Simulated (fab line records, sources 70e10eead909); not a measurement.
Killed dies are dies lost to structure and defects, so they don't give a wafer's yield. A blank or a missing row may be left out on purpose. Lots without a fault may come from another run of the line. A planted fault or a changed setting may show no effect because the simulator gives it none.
A struck lot beside a sound one | flow nand_harc | 14 steps out of a route of 1302
Sound: wafers L611.3, L611.5, L611.6. Struck: wafers L620.1, L620.2, L620.3. The cause comes at the end.
At each step with rows: each side's tool, then ch and its chambers, then its first start. Under that, the readings that differ: sound wafers | struck wafers | difference of the means | sigmas: that difference in standard deviations of wafers without a fault.
alike: readings whose means differ by less than 2 such deviations, and words and numbers that are the same on both sides. not compared: withheld readings, readings that some wafer has no value for, bounds like >300 that may hide the same value, and numbers for which the record gives no deviation and whose values overlap.
The two part at a step that has a row with sigmas, a row that says differs or no value, or rows on one side only. Numbers that don't overlap but have no deviation are shown without sigmas and don't part them. A reading that every wafer of one side lacks parts them only if that side has two wafers or more.

NHARC_P_M0_CMP_23: polishes, t overpolish 20 s, target thk 117.54 nm.
  sound on cmp-03 ch 0,1,3, day 9 23:01; struck on cmp-01 ch 1,2,3, day 13 15:12
  alike: motor_current_A, slurry_filter_dp_kPa, time_to_endpoint_s
  not compared: pad_life_wafers
NHARC_P_M0_THK_MEAS_24: measures by xrf.
  sound on film_metro-02, day 9 23:16; struck on film_metro-02, day 13 15:29
  alike: thk_nm
then, 1 step without rows for these wafers: NHARC_P_M0_SRD_25.
NHARC_P_M0_INSPECT_27:
  sound on defect_inspect-01, day 9 23:26; struck on defect_inspect-01, day 13 15:38
  alike: raw_defect_count
NHARC_P_M0_PRE_CLEAN_31: time 12 s.
  sound on pecvd-04 ch 0,1,2, day 9 23:31; struck on pecvd-03 ch 0,1,2, day 13 15:42
  alike: heater_power_outer_w, heater_power_w, rf_fwd_power_W
NHARC_P_M0_DEP_32: deposits SiCN, target thk 30 nm.
  sound on pecvd-04 ch 0,1,2, day 9 23:40; struck on pecvd-03 ch 0,1,2, day 13 15:47
  alike: heater_power_outer_w, heater_power_w, rf_fwd_power_W
then, 5 steps without rows for these wafers: NHARC_P_M1_DEP_00 (deposits SiOC, target thk 182.5 nm); NHARC_P_M1_DEHYDRATE_01 (time 120 s); NHARC_P_M1_HMDS_02 (time 30 s); NHARC_P_M1_COAT_34 (time 65 s); NHARC_P_M1_COAT_03 (resist thk 90 nm).
NHARC_P_M1_SOFTBAKE_04: time 55 s.
  sound on litho_track-06 ch 0, day 10 00:00; struck on litho_track-06 ch 0, day 13 16:00
  reading                  | sound                | struck               | difference | sigmas
  heater_power_total_W (W) | 188.34 188.44 188.69 | 181.11 181.15 181.05 | -7.39      | -57
  alike: resist_line_temp_C
then, 1 step without rows for these wafers: NHARC_P_M1_EBR_05.
-- the record jumps here: 19 days lie between the struck wafers' starts before and after (it left off in module P_M1 and takes up again in module END, whose first step shown is number 1302 of the route) --
NHARC_END_SORT_01:
  the record has rows for the struck wafers here (prober-01 ch 0, day 33 02:10) and none for the sound ones

WHERE THEY PART
First at NHARC_P_M1_SOFTBAKE_04; last, within this record, at NHARC_END_SORT_01.

WHY: what the simulator had put in
Process parameter drift: litho_track-06, from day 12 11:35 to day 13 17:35, at NHARC_P_M1_SOFTBAKE_04. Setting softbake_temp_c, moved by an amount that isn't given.
